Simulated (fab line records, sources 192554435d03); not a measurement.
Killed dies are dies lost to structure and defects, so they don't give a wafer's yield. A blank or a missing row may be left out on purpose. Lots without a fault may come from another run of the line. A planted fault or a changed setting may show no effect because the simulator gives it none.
Which tool did it? | flow n5_finfet | 24 lots, 72 wafers sampled, at 4 steps of a route of 1938

WHAT THE GAUGES READ, wafer by wafer
N5_BEOL_M1_OVL_MEAS_12.
lot  | measured     | on         | M1_OVL (nm)
L074 | day 6 02:19  | overlay-01 | 1.3 0.6 0.7
L075 | day 6 09:33  | overlay-02 | 0.8 0.3 0.7
L076 | day 6 22:56  | overlay-02 | -0.5 0.3 -0.3
L077 | day 6 23:13  | overlay-01 | -0.8 -0.6 0.0
L078 | day 7 02:41  | overlay-01 | -0.4 0.8 0.8
L079 | day 7 08:07  | overlay-02 | 0.2 0.4 -0.2
L080 | day 7 20:56  | overlay-02 | 2.0 0.9 0.3
L081 | day 7 21:16  | overlay-02 | 1.2 0.7 0.7
L082 | day 8 11:23  | overlay-01 | 0.6 1.6 0.6
L083 | day 8 12:13  | overlay-02 | -0.6 0.0 0.7
L084 | day 8 16:59  | overlay-02 | 0.6 0.4 0.7
L085 | day 8 18:26  | overlay-01 | 0.0 -0.7 1.0
L087 | day 9 13:46  | overlay-02 | 0.2 -0.5 -0.8
L086 | day 9 13:59  | overlay-01 | 1.1 1.3 0.6
L089 | day 9 21:49  | overlay-02 | 0.4 -0.1 1.3
L091 | day 10 05:10 | overlay-01 | -0.6 -0.2 -1.2
L088 | day 10 05:11 | overlay-02 | -0.4 -0.4 -0.5
L090 | day 10 08:18 | overlay-02 | 0.0 0.4 0.8
L092 | day 10 18:02 | overlay-02 | 1.3 1.2 0.9
L093 | day 11 05:54 | overlay-02 | 0.0 0.1 0.4
L094 | day 11 12:14 | overlay-01 | 0.0 -0.4 0.9
L095 | day 11 12:28 | overlay-02 | 1.0 1.3 0.7
L096 | day 11 18:52 | overlay-01 | 0.9 -0.2 0.5
L097 | day 12 03:20 | overlay-01 | -0.5 0.0 0.4

N5_BEOL_M1_CD_MEAS_35: target cd 18 nm, target cd y 21 nm.
lot  | measured     | on        | cd_nm (nm)
L074 | day 6 04:20  | cd_sem-01 | 17.5 17.7 18.2
L075 | day 6 16:25  | cd_sem-02 | 17.9 17.0 17.8
L076 | day 7 10:40  | cd_sem-02 | 18.6 18.3 18.0
L077 | day 7 10:48  | cd_sem-03 | 17.6 18.3 18.1
L078 | day 7 13:43  | cd_sem-02 | 18.0 17.9 17.9
L079 | day 7 13:46  | cd_sem-01 | 17.6 17.7 17.5
L080 | day 7 22:51  | cd_sem-02 | 17.7 18.0 18.1
L081 | day 7 23:40  | cd_sem-01 | 18.0 17.7 18.3
L082 | day 8 20:25  | cd_sem-03 | 18.1 18.5 18.6
L083 | day 8 20:37  | cd_sem-03 | 17.6 17.3 18.0
L084 | day 8 20:58  | cd_sem-01 | 17.8 17.8 17.7
L085 | day 8 23:38  | cd_sem-03 | 17.7 18.0 17.3
L087 | day 9 20:53  | cd_sem-01 | 17.8 18.4 17.5
L086 | day 9 20:47  | cd_sem-01 | 17.3 17.5 18.2
L089 | day 10 01:46 | cd_sem-01 | 18.0 18.2 17.2
L091 | day 10 16:56 | cd_sem-03 | 18.5 18.7 17.8
L088 | day 10 12:49 | cd_sem-01 | 17.5 18.1 17.3
L090 | day 10 21:44 | cd_sem-02 | 17.9 17.6 18.4
L092 | day 11 01:05 | cd_sem-02 | 18.3 17.7 18.2
L093 | day 11 09:00 | cd_sem-01 | 17.4 17.6 18.4
L094 | day 11 14:44 | cd_sem-01 | 17.8 18.0 17.5
L095 | day 11 18:53 | cd_sem-02 | 18.5 18.6 18.4
L096 | day 11 23:48 | cd_sem-03 | 18.0 18.6 18.4
L097 | day 12 07:47 | cd_sem-03 | 17.3 18.5 17.2

WHICH TOOL RAN EACH LOT (tool, then ch and the chambers of the sampled wafers, then the start)
lot  | N5_BEOL_M0_CMP_120            | N5_BEOL_M1_ETCH_69
L074 | cmp-04 ch 0,1, day 5 23:50    | rie_diel-02 ch 0,3, day 6 03:29
L075 | cmp-02 ch 0,2,3, day 6 07:22  | rie_diel-02 ch 0,1,3, day 6 10:58
L076 | cmp-03 ch 0,2, day 6 21:47    | rie_diel-05 ch 1,2, day 6 23:58
L077 | cmp-04 ch 0,1, day 6 22:02    | rie_diel-05 ch 0,1,3, day 7 00:14
L078 | cmp-02 ch 1,2,3, day 7 00:22  | rie_diel-02 ch 1,3, day 7 03:41
L079 | cmp-03 ch 0,1,3, day 7 06:05  | rie_diel-05 ch 0,1,3, day 7 09:17
L080 | cmp-03 ch 0,1, day 7 19:34    | rie_diel-02 ch 1,2,3, day 7 22:07
L081 | cmp-02 ch 2,3, day 7 20:07    | rie_diel-02 ch 1,2,3, day 7 22:19
L082 | cmp-04 ch 1,2,3, day 8 09:58  | rie_diel-04 ch 0,3, day 8 12:46
L083 | cmp-04 ch 0,1,3, day 8 10:59  | rie_diel-04 ch 1,2, day 8 13:31
L084 | cmp-02 ch 0,1,2, day 8 13:28  | rie_diel-04 ch 1,3, day 8 19:01
L085 | cmp-04 ch 0,1, day 8 16:33    | rie_diel-05 ch 1,2,3, day 8 21:19
L087 | cmp-04 ch 1,2,3, day 9 10:32  | rie_diel-04 ch 0,1,2, day 9 15:38
L086 | cmp-02 ch 0,2,3, day 9 10:44  | rie_diel-02 ch 0,2,3, day 9 15:43
L089 | cmp-04 ch 2,3, day 9 20:08    | rie_diel-04 ch 2,3, day 9 23:06
L091 | cmp-02 ch 2,3, day 10 02:20   | rie_diel-04 ch 0,1,2, day 10 06:33
L088 | cmp-04 ch 1,3, day 10 02:30   | rie_diel-02 ch 1,2,3, day 10 06:36
L090 | cmp-02 ch 0,1,2, day 10 07:02 | rie_diel-04 ch 1,2,3, day 10 09:35
L092 | cmp-03 ch 0,1, day 10 16:41   | rie_diel-02 ch 0,1, day 10 19:03
L093 | cmp-02 ch 0,2,3, day 11 02:27 | rie_diel-04 ch 0,1,3, day 11 07:08
L094 | cmp-02 ch 0,1, day 11 10:10   | rie_diel-05 ch 0,1, day 11 13:23
L095 | cmp-04 ch 0,1,2, day 11 10:32 | rie_diel-05 ch 0,1,3, day 11 13:38
L096 | cmp-02 ch 2,3, day 11 16:41   | rie_diel-04 ch 0,1,3, day 11 20:02
L097 | cmp-03 ch 0,1,2, day 12 00:15 | rie_diel-02 ch 0,1,2, day 12 04:35
- N5_BEOL_M0_CMP_120: polishes, stops on SiOC, t overpolish 6.9 s.
- N5_BEOL_M1_ETCH_69: etches SiARC in CF4, target depth 15.6 nm, time 26 s.

WHAT THE TOOLS THEMSELVES READ (means of the sampled wafers that have a number; where no wafer has one, the mark that the record gives instead)
N5_BEOL_M0_CMP_120.
lot  | tool   | barrier_field_endpoint_s (s) | head_pressure_psi (psi) | motor_current_A (A) | overpolish_run_s (s) | slurry_flow_ml_min | time_to_endpoint_s (s)
L074 | cmp-04 | 3.60                         | 0.9982                  | 6.3                 | 6.901                | 150.1              | 56
L075 | cmp-02 | 3.74                         | 0.9993                  | 6.6                 | 6.906                | 149.7              | 63
L076 | cmp-03 | 3.66                         | 0.9992                  | 5.4                 | 6.899                | 150.0              | 65
L077 | cmp-04 | 3.56                         | 1.0001                  | 6.1                 | 6.905                | 150.4              | 63
L078 | cmp-02 | 3.61                         | 0.9987                  | 6.3                 | 6.895                | 149.9              | 60
L079 | cmp-03 | 3.82                         | 0.9978                  | 6.1                 | 6.895                | 149.6              | 64
L080 | cmp-03 | 3.64                         | 0.9993                  | 6.1                 | 6.903                | 149.7              | 65
L081 | cmp-02 | 3.77                         | 0.9995                  | 7.0                 | 6.905                | 149.8              | 63
L082 | cmp-04 | 3.71                         | 1.0001                  | 5.7                 | 6.908                | 150.0              | 66
L083 | cmp-04 | 3.68                         | 0.9988                  | 5.8                 | 6.904                | 150.0              | 60
L084 | cmp-02 | 3.55                         | 1.0009                  | 6.5                 | 6.908                | 149.6              | 60
L085 | cmp-04 | 3.73                         | 0.9993                  | 6.1                 | 6.893                | 150.6              | 65
L087 | cmp-04 | 3.69                         | 0.9998                  | 5.7                 | 6.893                | 150.3              | 66
L086 | cmp-02 | 3.85                         | 1.0000                  | 6.6                 | 6.900                | 150.1              | 63
L089 | cmp-04 | 3.61                         | 0.9993                  | 5.6                 | 6.901                | 150.0              | 63
L091 | cmp-02 | 3.73                         | 0.9998                  | 6.6                 | 6.896                | 150.1              | 64
L088 | cmp-04 | 3.62                         | 0.9994                  | 5.9                 | 6.903                | 150.3              | 62
L090 | cmp-02 | 3.81                         | 0.9992                  | 6.6                 | 6.900                | 150.6              | 64
L092 | cmp-03 | 3.54                         | 0.9982                  | 5.9                 | 6.901                | 150.4              | 63
L093 | cmp-02 | 3.52                         | 1.0007                  | 6.7                 | 6.907                | 149.9              | 65
L094 | cmp-02 | 3.48                         | 0.9978                  | 6.1                 | 6.904                | 150.4              | 56
L095 | cmp-04 | 3.68                         | 0.9999                  | 5.8                 | 6.897                | 150.0              | 64
L096 | cmp-02 | 3.78                         | 1.0024                  | 6.7                 | 6.907                | 150.1              | 66
L097 | cmp-03 | 3.78                         | 0.9994                  | 5.6                 | 6.907                | 149.9              | 66

N5_BEOL_M1_ETCH_69.
lot  | tool        | drypump_motor_current_A (A) | etch_rf_on_time_s (s) | mfc_ar_sccm (sccm) | oes_product_au (a.u.) | rf_vpp_V (V) | showerhead_plenum_p_Torr (Torr) | throttle_valve_pct (%)
L074 | rie_diel-02 | 5.2                         | 26.7                  | 100.0              | 0.61                  | 185.1        | 2.16                            | 15.76
L075 | rie_diel-02 | 5.2                         | 26.9                  | 100.3              | 0.59                  | 185.1        | 2.15                            | 15.74
L076 | rie_diel-05 | 5.6                         | 25.4                  | 99.8               | 0.70                  | 185.1        | 2.16                            | 15.50
L077 | rie_diel-05 | 5.8                         | 25.8                  | 99.8               | 0.70                  | 183.7        | 2.16                            | 15.59
L078 | rie_diel-02 | 5.1                         | 27.0                  | 100.0              | 0.60                  | 184.2        | 2.22                            | 15.78
L079 | rie_diel-05 | 5.8                         | 25.7                  | 100.1              | 0.70                  | 183.9        | 2.16                            | 15.60
L080 | rie_diel-02 | 5.2                         | 26.9                  | 100.1              | 0.60                  | 184.1        | 2.18                            | 15.68
L081 | rie_diel-02 | 5.2                         | 26.9                  | 99.9               | 0.61                  | 184.6        | 2.18                            | 15.67
L082 | rie_diel-04 | 5.8                         | 25.9                  | 100.2              | 0.69                  | 184.2        | 2.16                            | 15.52
L083 | rie_diel-04 | 6.0                         | 25.4                  | 100.2              | 0.77                  | 183.1        | 2.16                            | 15.53
L084 | rie_diel-04 | 5.6                         | 26.3                  | 100.0              | 0.75                  | 184.4        | 2.16                            | 15.56
L085 | rie_diel-05 | 5.6                         | 25.9                  | 100.0              | 0.73                  | 184.3        | 2.15                            | 15.47
L087 | rie_diel-04 | 5.9                         | 25.5                  | 99.8               | 0.73                  | 183.7        | 2.14                            | 15.47
L086 | rie_diel-02 | 5.4                         | 26.4                  | 100.3              | 0.68                  | 185.1        | 2.21                            | 15.51
L089 | rie_diel-04 | 6.1                         | 25.6                  | 99.8               | 0.74                  | 184.7        | 2.19                            | 15.69
L091 | rie_diel-04 | 5.9                         | 25.7                  | 99.9               | 0.73                  | 183.4        | 2.13                            | 15.48
L088 | rie_diel-02 | 5.2                         | 26.5                  | 100.3              | 0.68                  | 186.0        | 2.18                            | 15.54
L090 | rie_diel-04 | 5.8                         | 25.7                  | 100.0              | 0.74                  | 184.3        | 2.15                            | 15.57
L092 | rie_diel-02 | 5.1                         | 26.2                  | 100.0              | 0.80                  | 184.9        | 2.22                            | 15.26
L093 | rie_diel-04 | 5.6                         | 25.9                  | 100.0              | 0.71                  | 183.9        | 2.13                            | 15.50
L094 | rie_diel-05 | 5.8                         | 25.7                  | 100.0              | 0.63                  | 184.5        | 2.16                            | 15.71
L095 | rie_diel-05 | 5.8                         | 26.0                  | 100.2              | 0.66                  | 184.0        | 2.15                            | 15.65
L096 | rie_diel-04 | 5.6                         | 25.7                  | 100.1              | 0.70                  | 183.9        | 2.13                            | 15.50
L097 | rie_diel-02 | 5.3                         | 26.2                  | 100.0              | 0.72                  | 184.7        | 2.19                            | 15.36

THE ANSWER, worked out from the rows above alone
Rule: what is usual is taken from the lots themselves. Put in order of their means at a reading, lots are off if they are a third of the lots or fewer, leave a main group of 4 or more, and stand apart from it by a gap of 3 or more times the standard deviation of the main group's means; of several such gaps the widest counts. A main group whose means are all the same, to the digits that the tables above print for the reading, isn't used. A lot without any number at a reading at which 4 lots or more have one is off too. The other lots that the step has rows for count as sound. The gauges are gone through in route order, then the tools' own readings, and for those a lot's mean is taken as printed above. The first step at which some lot is off is used, and at that step the reading that is off furthest; a lot without a number counts as furthest.
No lot is off at any reading shown: from this, nothing can be told.

WHAT THE SIMULATOR HAD PUT IN
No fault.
